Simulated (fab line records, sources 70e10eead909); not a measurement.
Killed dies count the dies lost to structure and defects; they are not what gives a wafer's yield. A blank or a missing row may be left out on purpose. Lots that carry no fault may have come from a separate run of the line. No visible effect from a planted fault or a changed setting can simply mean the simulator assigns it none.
Chamber matching | flow nand_harc | NHARC_P_M0_DESCUM_14 on rie_diel-06 has 4 sister chambers
The step chemistry O2, time 3 s. 30 wafers are shown with their chamber, then 12 later ones without.

## EACH WAFER AND ITS CHAMBER
wafer  | chamber | showerhead_plenum_p_Torr (Torr) | drypump_motor_current_A (A) | oes_product_au (a.u.)
L076.1 | 0       | 1.77                            | 5.8                         | 1.000
L076.3 | 1       | 1.85                            | 5.2                         | 0.992
L076.4 | 3       | 1.86                            | 5.1                         | 1.006
L077.1 | 1       | 1.85                            | 5.3                         | 0.999
L077.2 | 2       | 1.91                            | 5.8                         | 0.990
L077.6 | 0       | 1.77                            | 5.8                         | 0.995
L078.2 | 1       | 1.85                            | 5.2                         | 0.987
L078.4 | 2       | 1.91                            | 5.7                         | 0.991
L078.6 | 3       | 1.86                            | 5.1                         | 0.995
L079.3 | 2       | 1.91                            | 5.7                         | 0.985
L079.5 | 2       | 1.91                            | 5.8                         | 0.983
L079.6 | 1       | 1.85                            | 5.3                         | 0.983
L080.1 | 3       | 1.86                            | 5.1                         | 1.014
L080.4 | 1       | 1.85                            | 5.3                         | 0.990
L080.5 | 2       | 1.91                            | 5.8                         | 0.998
L081.2 | 2       | 1.91                            | 5.7                         | 0.996
L081.3 | 3       | 1.86                            | 5.1                         | 1.004
L081.6 | 0       | 1.77                            | 5.8                         | 1.002
L082.1 | 3       | 1.86                            | 5.1                         | 1.009
L082.4 | 0       | 1.77                            | 5.8                         | 0.991
L082.5 | 2       | 1.91                            | 5.7                         | 0.987
L083.1 | 0       | 1.77                            | 5.8                         | 0.997
L083.3 | 3       | 1.86                            | 5.1                         | 1.015
L083.5 | 3       | 1.86                            | 5.1                         | 1.013
L084.1 | 1       | 1.85                            | 5.2                         | 1.004
L084.3 | 0       | 1.77                            | 5.8                         | 1.000
L084.5 | 0       | 1.77                            | 5.8                         | 0.994
L091.4 | 1       | 1.84                            | 5.2                         | 1.006
L091.5 | 2       | 1.90                            | 5.8                         | 0.991
L091.6 | 1       | 1.84                            | 5.2                         | 0.998

SIGNATURES (averages over the wafers above)
reading                  | chamber 0 | chamber 1 | chamber 2 | chamber 3 | scatter within a chamber
showerhead_plenum_p_Torr | 1.7700    | 1.8475    | 1.9087    | 1.8600    | 0.00302
drypump_motor_current_A  | 5.800     | 5.237     | 5.750     | 5.100     | 0.0386
oes_product_au           | 0.99700   | 0.99487   | 0.99013   | 1.00800   | 0.00634
Rule: for a wafer and a chamber, the distance is found by dividing, reading by reading, the gap between the wafer's reading and the chamber's mean by the reading's scatter, squaring, summing and taking the root. The wafer belongs to the nearest chamber; if the next one is less than 2 further off, it can't be placed. The scatter: the root of (the sum of the squares of (reading less its chamber's mean) over the shown wafers, divided by (wafers less chambers)).

## WAFERS WITHOUT THEIR CHAMBER
wafer  | showerhead_plenum_p_Torr (Torr) | drypump_motor_current_A (A) | oes_product_au (a.u.)
L093.1 | 1.77                            | 5.8                         | 1.024
L093.4 | 1.77                            | 5.8                         | 1.016
L093.5 | 1.86                            | 5.1                         | 1.008
L095.1 | 1.90                            | 5.8                         | 1.021
L095.2 | 1.77                            | 5.8                         | 1.024
L095.3 | 1.86                            | 5.1                         | 1.019
L095.4 | 1.84                            | 5.3                         | 1.012
L095.5 | 1.76                            | 5.8                         | 1.015
L095.6 | 1.86                            | 5.1                         | 1.018
L097.1 | 1.85                            | 5.2                         | 1.005
L097.3 | 1.90                            | 5.8                         | 1.024
L097.4 | 1.76                            | 5.8                         | 1.021

## WHICH CHAMBER EACH WENT THROUGH
wafer  | from the rows above | in truth
L093.1 | 0                   | 0
L093.4 | 0                   | 0
L093.5 | 3                   | 3
L095.1 | 2                   | 2
L095.2 | 0                   | 0
L095.3 | 3                   | 3
L095.4 | 1                   | 1
L095.5 | 0                   | 0
L095.6 | 3                   | 3
L097.1 | 1                   | 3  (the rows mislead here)
L097.3 | 2                   | 2
L097.4 | 0                   | 0
Placed correctly: 11 of 12. From these rows, 0 cannot be placed. 1 placed wrongly.
